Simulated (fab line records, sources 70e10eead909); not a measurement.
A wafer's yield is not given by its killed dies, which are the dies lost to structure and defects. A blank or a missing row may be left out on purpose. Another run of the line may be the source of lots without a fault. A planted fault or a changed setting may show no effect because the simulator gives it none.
fab line records	flow nand_harc
record: lots: 24	wafers: 72	last_day: 33
route steps=1302 shown A_WL_FILL@953 A_CONTACT@1001
lots that met no fault: taken from a fault-free run of the same line
start_h: start of the lot's first displayed wafer, in hours after the record's first day	wait_h: hours elapsed since this lot's preceding step	" repeats the value in the row above	L1.1+2: a row that stands for several wafers	- no value, or no start was given	* or withheld: withheld	< > ~ a bound
route shown NAME@n: names a module that has steps shown in the file, with the first one's number in the route	usual: the fault-free wafers' mean and standard deviation	same: alike in all rows	chamber/n: place in a boat	sites: per-site readings	_std_site: the standard deviation of these	_edge_site: the outer-site mean with the inner-site mean subtracted	radius_mm: how far each site lies from the wafer's centre	mask NAME#n: copy n	behind: the last tool/chamber to shape the wafer	hold: why the lot went on hold/how many hours it stayed there/how the hold came to an end	device: which transistor (n, p or np) failed to switch	end of line: tests run on the same wafers once the route is complete	a step without rows: its recipe alone	killed: at the first sort, the dies lost to defects and structure; wafer yield is something else	map: dies across one wafer; x = killed, . = not, _ = none there
set.NAME: setting as actually run; set.NAME@STEP: the setting as run at that earlier step	model.NAME: the simulator's own value behind a step, which no gauge read
one table for each step of the route and one row for each wafer, over a sample of lots
services: from which hour (start_h, from the record's first day; less than 0 if before it) a tool's chamber was out of use, for how many hours, and why
== steps ==
step: NHARC_A_WL_FILL_RTA_01
recipe: temp_c: 1000	time_s: 5
usual: lamp_power_pct: 28/4.6	wafer_temp_C_max: 1004.5/1.2
lot.wafer	tool	chamber	start_h	wait_h	lamp_power_pct	wafer_temp_C_max
L074.1	rtp_anneal-01	0	443.31	-	33	1002.4
L074.2	"	0	"	"	33	1005.3
L074.4	"	0	"	"	33	1003.3
L075.1	rtp_anneal-02	0	471.78	0.2	24	1006.6
L075.3	"	0	"	"	24	1004.4
L075.6	"	0	"	"	24	1005.9
L077.4	rtp_anneal-01	0	483.55	-	33	1003.5
L077.5	"	0	"	"	33	1002.6
L077.6	"	0	"	"	33	1004.1
L076.1	rtp_anneal-02	0	483.61	-	24	1006.0
L076.4	"	0	"	"	24	1005.1
L076.5	"	0	"	"	24	1005.4
L078.1	rtp_anneal-01	0	509.71	-	33	1003.2
L078.2	"	0	"	"	33	1003.3
L078.6	"	0	"	"	33	1003.7
L079.1	rtp_anneal-01	0	515.53	-	33	1002.9
L079.4	"	0	"	"	33	1004.0
L079.6	"	0	"	"	33	1003.4
L080.2	rtp_anneal-02	0	515.57	-	24	1005.3
L080.3	"	0	"	"	24	1004.9
L080.5	"	0	"	"	24	1005.9
L081.2	rtp_anneal-01	0	530.57	-	33	1004.2
L081.3	"	0	"	"	33	1004.1
L081.4	"	0	"	"	33	1004.6
L082.3	rtp_anneal-02	0	530.66	-	24	1006.5
L082.4	"	0	"	"	24	1004.7
L082.5	"	0	"	"	24	1004.5
L083.3	rtp_anneal-02	0	550.81	-	24	1005.2
L083.4	"	0	"	"	24	1005.8
L083.6	"	0	"	"	24	1003.2
L084.1	rtp_anneal-01	0	562.94	-	33	1002.6
L084.5	"	0	"	"	33	1003.8
L084.6	"	0	"	"	33	1003.2
L085.1	rtp_anneal-02	0	562.96	-	24	1004.8
L085.3	"	0	"	"	24	1004.3
L085.4	"	0	"	"	24	1005.0
L087.1	rtp_anneal-01	0	579.98	-	33	1003.9
L087.2	"	0	"	"	33	1004.6
L087.6	"	0	"	"	33	1003.4
L086.2	rtp_anneal-02	0	580.18	-	24	1005.8
L086.5	"	0	"	"	24	1004.0
L086.6	"	0	"	"	24	1003.1
L089.1	rtp_anneal-02	0	609.25	-	24	1005.2
L089.2	"	0	"	"	24	1005.5
L089.6	"	0	"	"	24	1004.6
L088.1	rtp_anneal-02	0	615.08	-	24	1006.5
L088.4	"	0	"	"	24	1004.9
L088.5	"	0	"	"	24	1005.3
L090.1	rtp_anneal-02	0	623.96	-	24	1005.8
L090.4	"	0	"	"	24	1004.5
L090.6	"	0	"	"	24	1003.4
L091.1	rtp_anneal-02	0	627.32	-	24	1006.0
L091.2	"	0	"	"	24	1005.0
L091.4	"	0	"	"	24	1005.8
L092.2	rtp_anneal-02	0	634.84	-	24	1007.5
L092.4	"	0	"	"	24	1006.3
L092.6	"	0	"	"	24	1004.9
L094.1	rtp_anneal-01	0	651.65	0.4	33	1002.7
L094.4	"	0	"	"	33	1003.2
L094.5	"	0	"	"	33	1003.1
L093.1	rtp_anneal-01	0	653.31	-	33	1003.1
L093.2	"	0	"	"	33	1004.6
L093.5	"	0	"	"	33	1004.1
L095.2	rtp_anneal-01	0	676.04	-	33	1004.7
L095.4	"	0	"	"	33	1005.2
L095.5	"	0	"	"	33	1006.1
L096.2	rtp_anneal-02	0	679.86	-	24	1005.0
L096.4	"	0	"	"	24	1004.0
L096.6	"	0	"	"	24	1004.9
L097.2	rtp_anneal-01	0	683.70	-	33	1002.7
L097.4	"	0	"	"	33	1003.8
L097.6	"	0	"	"	33	1003.2
step: NHARC_A_WL_FILL_ALD_10
recipe: target_thk_a: 500	pulse_time_s: 10	ald_cycles: 500	temp_c: 300	material: SiO2
usual: heater_power_w: 465/63	precursor_pulse_height_rel: 0.998/0.019	susceptor_temp_C: 300.03/0.19
lot.wafer	tool	chamber	start_h	wait_h	heater_power_w	precursor_pulse_height_rel	susceptor_temp_C
L074.4	ald_hk-02	2	450.19	0.5	465	0.992	300.03
L074.2	"	3	"	"	389	0.990	299.90
L074.1	"	0	"	"	479	0.972	299.82
L075.1	ald_hk-03	2	479.29	0.6	493	0.997	300.00
L075.3	"	0	480.31	1.6	612	1.006	299.69
L075.6	"	2	481.34	2.6	507	1.020	300.05
L076.4	ald_hk-03	1	491.94	0.4	454	0.969	300.16
L076.1	"	2	"	"	508	1.005	300.20
L076.5	"	2	494.52	3.0	503	1.002	300.38
L077.4	ald_hk-02	3	492.09	0.6	382	0.987	300.17
L077.6	"	2	493.64	2.1	474	0.967	300.18
L077.5	"	3	"	"	398	0.988	299.84
L078.2	ald_hk-02	3	518.61	0.1	389	0.991	299.93
L078.1	"	2	520.18	1.6	477	1.006	300.19
L078.6	"	3	"	"	394	0.972	299.89
L079.1	ald_hk-03	3	522.23	0.1	442	0.984	300.05
L079.4	"	1	523.28	1.1	458	1.011	300.39
L079.6	"	3	524.34	2.2	441	0.995	300.31
L080.2	ald_hk-04	3	522.23	0.1	488	0.972	300.14
L080.3	"	1	523.27	1.1	432	1.005	300.23
L080.5	"	3	524.30	2.1	480	1.001	300.41
L082.4	ald_hk-03	3	536.84	0.0	436	1.003	299.94
L082.3	"	0	"	"	622	1.005	299.95
L082.5	"	0	539.43	2.6	621	0.986	299.96
L081.4	ald_hk-04	3	537.53	0.7	492	0.990	299.96
L081.3	"	0	"	"	528	0.984	300.01
L081.2	"	1	"	"	431	1.011	299.98
L083.4	ald_hk-02	3	557.06	0.0	418	0.999	299.82
L083.3	"	0	"	"	469	0.999	300.18
L083.6	"	3	559.12	2.1	412	1.012	299.92
L085.1	ald_hk-03	2	569.37	0.1	493	1.005	300.12
L085.3	"	3	"	"	446	1.016	300.16
L085.4	"	1	570.89	1.6	457	1.004	299.63
L084.1	ald_hk-02	2	569.88	0.6	445	0.976	299.81
L084.5	"	1	571.41	2.1	401	0.994	300.09
L084.6	"	2	"	"	430	1.020	299.81
L087.2	ald_hk-03	3	590.87	1.5	427	0.999	-
L087.1	"	0	"	"	586	1.029	-
L087.6	"	2	592.37	3.0	528	0.969	-
L086.2	ald_hk-04	3	592.50	3.1	494	1.003	300.00
L086.6	"	2	594.09	4.7	368	0.990	300.50
L086.5	"	3	"	"	497	0.983	299.87
L089.2	ald_hk-03	1	617.76	0.1	452	0.977	300.13
L089.1	"	3	618.79	1.1	431	1.005	300.04
L089.6	"	1	619.83	2.1	441	0.956	300.58
L088.1	ald_hk-04	3	622.40	0.6	486	0.988	300.41
L088.4	"	0	"	"	542	0.981	299.91
L088.5	"	3	624.48	2.7	481	0.982	300.11
L090.1	ald_hk-04	2	631.28	0.6	380	0.987	299.96
L090.4	"	0	632.30	1.6	541	0.993	300.00
L090.6	"	2	633.32	2.6	377	1.008	299.87
L091.2	ald_hk-02	2	635.43	0.1	440	0.980	299.89
L091.4	"	3	"	"	423	0.998	300.20
L091.1	"	0	"	"	476	0.984	300.10
L092.4	ald_hk-02	1	641.13	0.0	406	1.030	299.84
L092.2	"	2	"	"	441	1.010	299.85
L092.6	"	2	643.70	2.6	445	0.973	299.73
L094.1	ald_hk-02	1	663.98	0.6	403	0.987	300.13
L094.4	"	2	"	"	450	1.011	300.21
L094.5	"	1	666.03	2.6	400	0.994	299.86
L093.1	ald_hk-03	0	663.99	0.6	592	1.004	300.15
L093.2	"	1	"	"	455	1.001	300.09
L093.5	"	3	665.54	2.1	435	1.034	299.77
L095.2	ald_hk-03	0	684.29	0.1	606	1.010	300.28
L095.4	"	2	685.31	1.1	536	1.038	300.04
L095.5	"	0	686.32	2.1	609	0.999	300.29
L096.4	ald_hk-04	2	684.29	0.1	374	1.022	300.09
L096.2	"	0	685.33	1.1	544	1.008	300.02
L096.6	"	2	686.37	2.1	382	0.962	299.94
L097.4	ald_hk-02	3	690.33	0.0	416	0.999	300.05
L097.2	"	0	"	"	465	1.035	300.31
L097.6	"	3	692.38	2.1	423	1.001	299.93
step: NHARC_A_WL_FILL_STRIP_29
recipe: time_s: 20	o2_flow_sccm: 500	ar_flow_sccm: 0	bias_w: 0	chemistry: O2
usual: drypump_motor_current_A: 5.5/0.44	oes_product_au: 1.002/0.0076	rf_vpp_V: 57.9/0.84	showerhead_plenum_p_Torr: 3.59/0.14	throttle_valve_pct: 17.035/0.0097
same: bias_w: 0
lot.wafer	tool	chamber	start_h	wait_h	drypump_motor_current_A	oes_product_au	rf_hours_counter_h	rf_vpp_V	showerhead_plenum_p_Torr	throttle_valve_pct
L074.1	rie_diel-13	3	454.93	0.1	5.8	0.995	2.3	59.0	3.74	17.027
L074.2	"	0	"	"	6.0	0.995	1.7	57.6	3.59	17.047
L074.4	"	1	"	"	5.4	1.001	2.3	59.3	3.75	17.038
L075.3	rie_diel-13	0	483.49	0.1	6.0	0.995	3.5	59.1	3.59	17.051
L075.1	"	2	"	"	5.1	0.994	3.7	58.2	3.46	17.035
L075.6	"	0	"	"	6.0	0.993	-	58.4	3.59	17.050
L077.4	rie_diel-02	0	496.35	0.1	5.2	1.010	-	59.1	3.64	17.006
L077.5	"	2	"	"	5.7	1.010	-	56.4	3.37	17.036
L077.6	"	3	"	"	5.9	0.999	-	59.6	3.50	17.031
L076.1	rie_diel-06	2	496.68	0.1	5.5	1.010	0.1	57.3	3.31	17.019
L076.4	"	3	"	"	4.6	1.008	0.1	57.3	3.54	17.053
L076.5	"	2	"	"	5.5	0.996	-	57.0	3.31	17.028
L078.1	rie_diel-02	0	523.40	0.1	5.2	0.995	6.5	58.9	3.64	17.031
L078.2	"	1	"	"	4.9	0.981	4.9	57.0	3.76	17.040
L078.6	"	3	"	"	5.9	0.997	-	57.7	3.50	17.046
L080.3	rie_diel-06	1	526.99	0.1	5.9	1.008	1.2	57.7	3.57	17.037
L080.2	"	3	"	"	4.6	1.019	0.9	57.1	3.54	17.029
L080.5	"	0	"	"	6.2	0.999	-	58.2	3.72	17.043
L079.1	rie_diel-02	2	527.04	0.1	5.7	1.003	5.9	58.7	3.37	17.023
L079.4	"	3	"	"	5.9	1.014	6.2	57.7	3.50	17.043
L079.6	"	0	"	"	5.1	1.006	-	57.8	3.64	17.036
L082.4	rie_diel-13	0	541.60	0.1	6.0	1.008	0.5	57.9	3.58	17.031
L082.3	"	2	"	"	5.1	1.000	0.6	58.2	3.46	17.017
L082.5	"	0	"	"	6.0	1.005	-	57.7	3.58	17.041
L081.3	rie_diel-02	0	541.77	0.1	5.2	1.007	7.1	57.6	3.64	17.040
L081.2	"	1	"	"	5.0	0.995	5.4	57.5	3.76	17.053
L081.4	"	2	"	"	5.7	1.000	6.5	58.4	3.37	17.030
L083.4	rie_diel-06	2	561.80	0.1	5.5	0.995	2.1	56.5	3.31	17.039
L083.3	"	3	"	"	4.7	1.006	2.0	58.6	3.54	17.026
L083.6	"	1	"	"	6.0	1.001	-	59.2	3.57	17.035
L084.1	rie_diel-06	1	574.08	0.1	6.0	1.009	2.4	57.2	3.57	17.046
L084.5	"	1	"	"	6.0	1.011	-	58.0	3.57	17.030
L084.6	"	2	"	"	5.5	1.005	-	56.5	3.31	17.044
L085.1	rie_diel-13	1	574.14	0.1	5.4	0.990	1.3	57.4	3.75	17.033
L085.4	"	3	"	"	5.8	0.995	1.7	58.7	3.74	17.033
L085.3	"	0	"	"	6.0	0.997	1.3	57.4	3.59	17.020
L087.2	rie_diel-06	2	595.05	0.1	5.5	1.006	2.6	56.3	3.31	17.039
L087.1	"	3	"	"	4.6	1.009	2.5	57.4	3.54	17.038
L087.6	"	0	"	"	6.2	1.003	-	59.5	3.72	17.030
L086.2	rie_diel-02	1	596.82	0.1	5.0	1.006	0.7	58.0	3.76	17.029
L086.5	"	0	"	"	5.2	1.022	-	57.1	3.64	17.033
L086.6	"	1	"	"	5.0	1.006	-	58.8	3.76	17.034
L089.2	rie_diel-13	3	622.51	0.1	5.8	0.992	3.2	58.1	3.74	17.029
L089.1	"	1	"	"	5.4	1.000	3.1	57.9	3.74	17.052
L089.6	"	3	"	"	5.8	0.988	-	56.9	3.74	17.051
L088.4	rie_diel-06	0	626.66	0.1	6.2	0.994	3.1	57.2	3.72	17.034
L088.1	"	1	"	"	6.0	1.009	3.0	58.2	3.57	17.024
L088.5	"	0	"	"	6.2	1.002	-	57.7	3.72	17.027
L090.4	rie_diel-13	2	635.47	0.1	5.1	0.989	3.3	59.1	3.46	17.030
L090.1	"	1	"	"	5.4	0.993	3.2	58.7	3.74	17.035
L090.6	"	3	"	"	5.8	0.997	-	59.8	3.74	17.030
L091.2	rie_diel-13	0	640.15	0.1	6.0	1.015	3.4	58.0	3.58	17.038
L091.4	"	1	"	"	5.4	0.999	3.3	57.9	3.74	17.033
L091.1	"	3	"	"	5.8	0.993	3.4	58.2	3.74	17.052
L092.2	rie_diel-13	3	645.85	0.1	5.8	1.004	3.4	58.7	3.74	17.035
L092.4	"	0	"	"	6.0	1.008	3.4	57.6	3.58	17.031
L092.6	"	0	"	"	6.0	1.009	-	57.7	3.58	17.017
L094.1	rie_diel-13	1	668.20	0.1	5.4	0.992	3.8	58.9	3.74	17.025
L094.4	"	2	"	"	5.1	1.001	3.8	58.7	3.46	17.044
L094.5	"	1	"	"	5.4	1.007	-	57.4	3.74	17.041
L093.2	rie_diel-02	0	668.22	0.1	5.2	1.007	6.6	56.8	3.64	17.024
L093.1	"	1	"	"	4.9	1.006	6.0	58.3	3.76	17.037
L093.5	"	3	"	"	5.9	1.008	-	58.4	3.50	17.047
L095.2	rie_diel-02	1	689.00	0.1	5.0	1.007	7.3	58.5	3.76	17.046
L095.4	"	3	"	"	5.9	0.999	7.7	56.2	3.49	17.021
L095.5	"	1	"	"	5.0	1.004	-	59.1	3.76	17.032
L096.4	rie_diel-13	0	689.06	0.1	6.0	0.999	5.1	57.9	3.58	17.020
L096.2	"	1	"	"	5.4	0.995	5.2	58.9	3.74	17.031
L096.6	"	1	"	"	5.4	0.995	-	57.7	3.74	17.021
L097.2	rie_diel-02	2	695.04	0.1	5.7	1.012	8.0	58.0	3.37	17.030
L097.4	"	3	"	"	5.9	0.996	7.9	58.4	3.50	17.036
L097.6	"	2	"	"	5.7	1.016	-	57.8	3.37	17.039
step: NHARC_A_CONTACT_ETCH_48
recipe: target_depth_a: 390	over_etch_frac: 0.3	time_s: 65	ion_energy_ev: 80	cf4_flow_sccm: 150	ar_flow_sccm: 0	rf_w: 300	bias_w: 100	chemistry: CF4
usual: bias_w: 99.9/0.31	drypump_motor_current_A: 5.6/0.36	oes_product_au: 1.001/0.0077	rf_vpp_V: 151.2/1.3	showerhead_plenum_p_Torr: 1.76/0.07	throttle_valve_pct: 13.285/0.0089
lot.wafer	tool	chamber	start_h	wait_h	bias_w	drypump_motor_current_A	oes_product_au	rf_hours_counter_h	rf_vpp_V	showerhead_plenum_p_Torr	throttle_valve_pct
L074.2	rie_diel-04	2	468.46	0.1	100.4	5.3	1.001	30	151.1	1.79	13.284
L074.1	"	1	"	"	99.5	5.8	1.004	30	151.2	1.80	13.290
L074.4	"	1	"	"	99.6	5.8	1.004	-	151.6	1.80	13.290
L075.1	rie_diel-01	2	495.75	0.1	99.9	5.5	0.999	36	151.6	1.80	13.299
L075.3	"	3	"	"	100.6	6.6	0.998	33	149.3	1.68	13.284
L075.6	"	0	"	"	100.1	5.8	0.988	-	149.7	1.64	13.276
L077.4	rie_diel-07	1	509.08	0.1	99.7	5.3	1.006	3	152.4	1.72	13.285
L077.5	"	0	"	"	99.9	5.8	0.999	-	149.2	1.69	13.273
L077.6	"	1	"	"	99.8	5.3	1.014	-	149.8	1.72	13.297
L076.1	rie_diel-04	2	509.83	0.1	99.8	5.4	1.007	44	151.5	1.79	13.304
L076.4	"	3	"	"	100.4	6.2	1.013	52	153.2	1.89	13.277
L076.5	"	1	"	"	99.6	5.8	1.002	-	152.5	1.80	13.299
L078.1	rie_diel-07	3	536.94	0.1	100.3	5.3	1.008	8	149.6	1.76	13.280
L078.2	"	0	"	"	99.2	5.8	1.006	6	150.8	1.69	13.274
L078.6	"	2	"	"	99.8	5.3	1.002	-	152.4	1.77	13.286
L079.4	rie_diel-07	3	541.19	0.1	99.7	5.3	1.011	9	150.5	1.76	13.286
L079.1	"	0	"	"	100.4	5.8	0.996	8	151.1	1.69	13.275
L079.6	"	2	"	"	99.3	5.2	1.008	-	152.2	1.77	13.281
L080.3	rie_diel-01	2	541.22	0.1	99.2	5.5	0.997	52	150.5	1.79	13.281
L080.2	"	3	"	"	100.0	6.5	1.001	48	151.6	1.67	13.290
L080.5	"	1	"	"	99.9	5.2	0.990	-	149.7	1.65	13.265
L081.4	rie_diel-01	1	553.75	0.1	99.8	5.1	0.994	63	149.4	1.65	13.276
L081.2	"	3	"	"	100.1	6.5	1.002	55	149.9	1.67	13.300
L081.3	"	0	"	"	99.3	5.9	1.011	59	150.1	1.64	13.294
L082.3	rie_diel-04	0	555.22	0.1	100.4	5.4	0.984	4	151.2	1.72	13.298
L082.4	"	2	"	"	100.2	5.4	0.989	3	151.7	1.78	13.281
L082.5	"	3	"	"	100.5	6.3	0.993	-	152.8	1.89	13.285
L083.3	rie_diel-07	1	574.08	0.1	100.1	5.3	0.999	12	150.8	1.72	13.280
L083.4	"	3	"	"	100.0	5.3	1.013	15	151.0	1.75	13.280
L083.6	"	2	"	"	99.6	5.2	1.003	-	151.0	1.77	13.278
L085.1	rie_diel-07	2	586.28	0.1	99.5	5.2	0.999	17	152.6	1.77	13.280
L085.3	"	3	"	"	100.0	5.3	1.004	18	150.9	1.75	13.280
L085.4	"	0	"	"	100.4	5.8	1.010	16	149.8	1.69	13.279
L084.1	rie_diel-04	1	586.67	0.1	99.6	5.8	0.997	16	152.0	1.79	13.292
L084.5	"	3	"	"	99.7	6.3	1.002	-	152.1	1.89	13.286
L084.6	"	0	"	"	99.8	5.4	0.976	-	149.3	1.72	13.281
L086.2	rie_diel-04	1	607.77	0.1	99.8	5.8	0.994	23	152.3	1.79	13.286
L086.5	"	3	"	"	100.0	6.2	1.001	-	151.8	1.88	13.296
L086.6	"	0	"	"	100.0	5.4	0.995	-	150.3	1.72	13.286
L087.2	rie_diel-01	0	608.04	0.1	100.3	5.8	0.988	13	153.6	1.90	13.288
L087.1	"	2	"	"	99.3	5.5	0.991	15	150.5	1.79	13.297
L087.6	"	0	"	"	100.3	5.8	1.003	-	154.4	1.90	13.287
L089.2	rie_diel-07	1	636.22	0.1	100.4	5.3	0.993	21	151.1	1.72	13.305
L089.1	"	2	"	"	100.2	5.3	1.004	24	152.4	1.77	13.283
L089.6	"	0	"	"	99.8	5.8	1.000	-	149.6	1.69	13.287
L088.1	rie_diel-07	1	642.45	0.1	99.9	5.3	0.995	23	148.6	1.72	13.290
L088.5	"	0	"	"	99.8	5.8	1.012	-	150.7	1.69	13.267
L088.4	"	1	"	"	99.8	5.3	1.003	-	152.0	1.72	13.288
L090.1	rie_diel-04	3	648.71	0.1	99.8	6.3	1.004	35	152.3	1.88	13.287
L090.4	"	1	"	"	99.9	5.8	0.983	39	151.4	1.78	13.283
L090.6	"	2	"	"	100.3	5.4	1.004	-	151.8	1.78	13.286
L091.4	rie_diel-04	3	652.87	0.1	99.8	6.2	1.009	37	151.4	1.88	13.290
L091.1	"	1	"	"	100.1	5.8	0.996	39	151.9	1.78	13.271
L091.2	"	2	"	"	99.7	5.4	1.001	25	152.7	1.78	13.276
L092.2	rie_diel-04	0	658.20	0.1	100.0	5.4	1.002	40	149.4	1.71	13.267
L092.4	"	1	"	"	99.8	5.8	1.004	40	150.3	1.78	13.302
L092.6	"	1	"	"	100.0	5.8	1.003	-	149.8	1.78	13.286
L093.1	rie_diel-04	2	680.70	0.1	100.0	5.4	0.990	34	151.5	1.77	13.287
L093.2	"	1	"	"	99.6	5.8	0.994	46	150.6	1.78	13.273
L093.5	"	2	"	"	100.2	5.4	0.993	-	150.8	1.77	13.288
L094.4	rie_diel-07	0	681.09	0.1	99.8	5.8	1.007	3	149.6	1.69	13.286
L094.1	"	1	"	"	100.0	5.3	1.006	3	151.4	1.71	13.285
L094.5	"	3	"	"	100.2	5.3	1.003	-	150.5	1.75	13.289
L095.4	rie_diel-07	1	701.37	0.1	100.2	5.3	1.009	5	151.1	1.71	13.296
L095.2	"	0	"	"	99.8	5.8	1.002	6	149.4	1.68	13.281
L095.5	"	2	"	"	99.8	5.3	1.005	-	151.5	1.77	13.274
L096.2	rie_diel-07	2	701.72	0.3	100.1	5.3	1.003	5	151.0	1.77	13.275
L096.4	"	3	"	"	100.1	5.3	1.006	6	152.0	1.75	13.285
L096.6	"	1	"	"	99.7	5.3	1.009	-	150.0	1.71	13.267
L097.2	rie_diel-01	0	707.40	0.2	100.0	5.8	1.001	38	153.5	1.90	13.268
L097.4	"	0	"	"	100.0	5.8	1.012	-	152.7	1.90	13.290
L097.6	"	2	"	"	99.4	5.5	1.006	-	151.3	1.78	13.283
step: NHARC_A_CONTACT_ETCH_112
recipe: source_w: withheld	pressure_mtorr: 20	bias_v: 3000	time_s: 190	target_depth_a: 18500	ar_flow_sccm: withheld	c4f8_flow_sccm: withheld	o2_flow_sccm: withheld	chemistry: C4F8/O2/Ar
lot.wafer	tool	chamber	start_h	wait_h	rf_hours_counter_h
L074.1	har_cap_etch-03	0	470.76	0.2	39
L074.2	"	1	"	"	39
L074.4	"	0	"	"	-
L075.1	har_cap_etch-02	1	497.69	0.2	85
L075.3	"	0	"	"	-
L075.6	"	0	"	"	-
L077.4	har_cap_etch-02	1	511.05	0.2	-
L077.5	"	1	"	"	-
L077.6	"	0	"	"	-
L076.1	har_cap_etch-03	0	511.79	0.2	46
L076.4	"	1	"	"	-
L076.5	"	1	"	"	-
L078.2	har_cap_etch-03	1	538.88	0.2	50
L078.1	"	0	"	"	50
L078.6	"	0	"	"	-
L079.1	har_cap_etch-01	1	543.16	0.2	3
L079.4	"	0	"	"	-
L079.6	"	0	"	"	-
L080.2	har_cap_etch-02	0	546.04	0.2	93
L080.3	"	0	"	"	-
L080.5	"	0	"	"	-
L081.2	har_cap_etch-02	1	555.72	0.2	95
L081.4	"	0	"	"	-
L081.3	"	1	"	"	-
L082.3	har_cap_etch-03	0	557.21	0.2	-
L082.4	"	1	"	"	-
L082.5	"	0	"	"	-
L083.4	har_cap_etch-01	1	576.07	0.2	-
L083.3	"	0	"	"	-
L083.6	"	0	"	"	-
L085.1	har_cap_etch-01	1	588.21	0.2	12
L085.3	"	1	"	"	-
L085.4	"	0	"	"	-
L084.1	har_cap_etch-03	1	588.95	0.2	61
L084.5	"	0	"	"	-
L084.6	"	1	"	"	-
L086.2	har_cap_etch-03	0	609.69	0.2	65
L086.5	"	0	"	"	-
L086.6	"	1	"	"	-
L087.1	har_cap_etch-02	0	609.98	0.2	106
L087.2	"	1	"	"	106
L087.6	"	0	"	"	-
L089.2	har_cap_etch-03	0	638.50	0.2	69
L089.1	"	1	"	"	69
L089.6	"	1	"	"	-
L088.1	har_cap_etch-02	0	644.75	0.2	110
L088.4	"	0	"	"	-
L088.5	"	0	"	"	-
L090.1	har_cap_etch-03	1	650.66	0.2	72
L090.4	"	0	"	"	-
L090.6	"	1	"	"	-
L091.2	har_cap_etch-02	1	654.81	0.2	112
L091.1	"	0	"	"	112
L091.4	"	1	"	"	-
L092.2	har_cap_etch-03	1	660.13	0.2	74
L092.4	"	0	"	"	-
L092.6	"	0	"	"	-
L093.2	har_cap_etch-02	0	682.63	0.2	118
L093.1	"	1	"	"	118
L093.5	"	1	"	"	-
L094.1	har_cap_etch-03	0	683.42	0.2	79
L094.4	"	0	"	"	-
L094.5	"	0	"	"	-
L095.2	har_cap_etch-02	1	703.53	0.2	122
L095.4	"	0	"	"	-
L095.5	"	1	"	"	-
L096.2	har_cap_etch-03	0	704.36	0.2	83
L096.4	"	1	"	"	-
L096.6	"	1	"	"	-
L097.2	har_cap_etch-01	0	710.48	0.2	33
L097.4	"	0	"	"	-
L097.6	"	0	"	"	-
step: NHARC_A_CONTACT_ETCH_120
recipe: source_w: withheld	pressure_mtorr: 20	bias_v: 3000	time_s: 190	target_depth_a: 18500	ar_flow_sccm: withheld	c4f8_flow_sccm: withheld	o2_flow_sccm: withheld	chemistry: C4F8/O2/Ar
lot.wafer	tool	chamber	start_h	wait_h	rf_hours_counter_h
L074.1	har_cap_etch-03	0	472.13	0.1	40
L074.2	"	1	"	"	40
L074.4	"	0	"	"	-
L075.1	har_cap_etch-02	1	499.06	0.1	86
L075.3	"	0	"	"	-
L075.6	"	0	"	"	-
L077.4	har_cap_etch-02	1	512.41	0.1	-
L077.5	"	1	"	"	-
L077.6	"	0	"	"	-
L076.1	har_cap_etch-03	0	513.15	0.1	48
L076.4	"	1	"	"	-
L076.5	"	1	"	"	-
L078.2	har_cap_etch-03	1	540.25	0.1	52
L078.1	"	0	"	"	52
L078.6	"	0	"	"	-
L079.1	har_cap_etch-01	1	544.53	0.1	4
L079.4	"	0	"	"	-
L079.6	"	0	"	"	-
L080.2	har_cap_etch-02	0	547.42	0.1	94
L080.3	"	0	"	"	-
L080.5	"	0	"	"	-
L081.2	har_cap_etch-02	1	557.09	0.1	96
L081.4	"	0	"	"	-
L081.3	"	1	"	"	-
L082.3	har_cap_etch-03	0	558.58	0.1	-
L082.4	"	1	"	"	-
L082.5	"	0	"	"	-
L083.4	har_cap_etch-01	1	577.44	0.1	-
L083.3	"	0	"	"	-
L083.6	"	0	"	"	-
L085.1	har_cap_etch-01	1	589.57	0.1	14
L085.3	"	1	"	"	-
L085.4	"	0	"	"	-
L084.1	har_cap_etch-03	1	590.32	0.1	62
L084.5	"	0	"	"	-
L084.6	"	1	"	"	-
L086.2	har_cap_etch-03	0	611.06	0.1	66
L086.5	"	0	"	"	-
L086.6	"	1	"	"	-
L087.1	har_cap_etch-02	0	611.35	0.1	107
L087.2	"	1	"	"	107
L087.6	"	0	"	"	-
L089.2	har_cap_etch-03	0	639.87	0.1	71
L089.1	"	1	"	"	71
L089.6	"	1	"	"	-
L088.1	har_cap_etch-02	0	646.12	0.1	111
L088.4	"	0	"	"	-
L088.5	"	0	"	"	-
L090.1	har_cap_etch-03	1	652.01	0.1	73
L090.4	"	0	"	"	-
L090.6	"	1	"	"	-
L091.2	har_cap_etch-02	1	656.17	0.1	113
L091.1	"	0	"	"	113
L091.4	"	1	"	"	-
L092.2	har_cap_etch-03	1	661.49	0.1	75
L092.4	"	0	"	"	-
L092.6	"	0	"	"	-
L093.2	har_cap_etch-02	0	684.01	0.1	119
L093.1	"	1	"	"	119
L093.5	"	1	"	"	-
L094.1	har_cap_etch-03	0	684.78	0.1	81
L094.4	"	0	"	"	-
L094.5	"	0	"	"	-
L095.2	har_cap_etch-02	1	704.90	0.1	123
L095.4	"	0	"	"	-
L095.5	"	1	"	"	-
L096.2	har_cap_etch-03	0	705.73	0.1	84
L096.4	"	1	"	"	-
L096.6	"	1	"	"	-
L097.2	har_cap_etch-01	0	711.84	0.1	34
L097.4	"	0	"	"	-
L097.6	"	0	"	"	-
== services ==
tool	chamber	start_h	hours	kind
rie_diel-04	1	426.06	9.2	repair
rie_diel-02	1	433.31	2.9	repair
rie_diel-04	1	445.58	4.4	repair
rie_diel-07	0	453.01	7.4	repair
rie_diel-04	0	460.20	10.4	repair
rie_diel-07	-	471.29	9.0	pm
rie_diel-02	1	495.57	9.1	repair
har_cap_etch-01	-	497.00	17.0	pm
har_cap_etch-03	-	514.70	3.3	repair
rie_diel-13	-	519.00	9.0	pm
ald_hk-02	-	526.81	10.0	pm
rie_diel-04	-	532.73	9.0	pm
rie_diel-13	3	552.74	7.6	repair
rie_diel-04	2	567.01	34.5	repair
rie_diel-02	-	570.70	9.0	pm
rie_diel-02	2	590.87	5.9	repair
rie_diel-02	1	607.30	10.9	repair
rie_diel-13	-	624.81	1.8	repair
rie_diel-04	3	630.97	5.3	repair
rie_diel-07	3	631.26	12.1	repair
rie_diel-07	-	648.29	9.0	pm
rie_diel-13	0	669.88	7.9	repair
ald_hk-02	-	704.81	10.0	pm
rie_diel-04	-	710.34	9.0	pm
== key ==
fault none
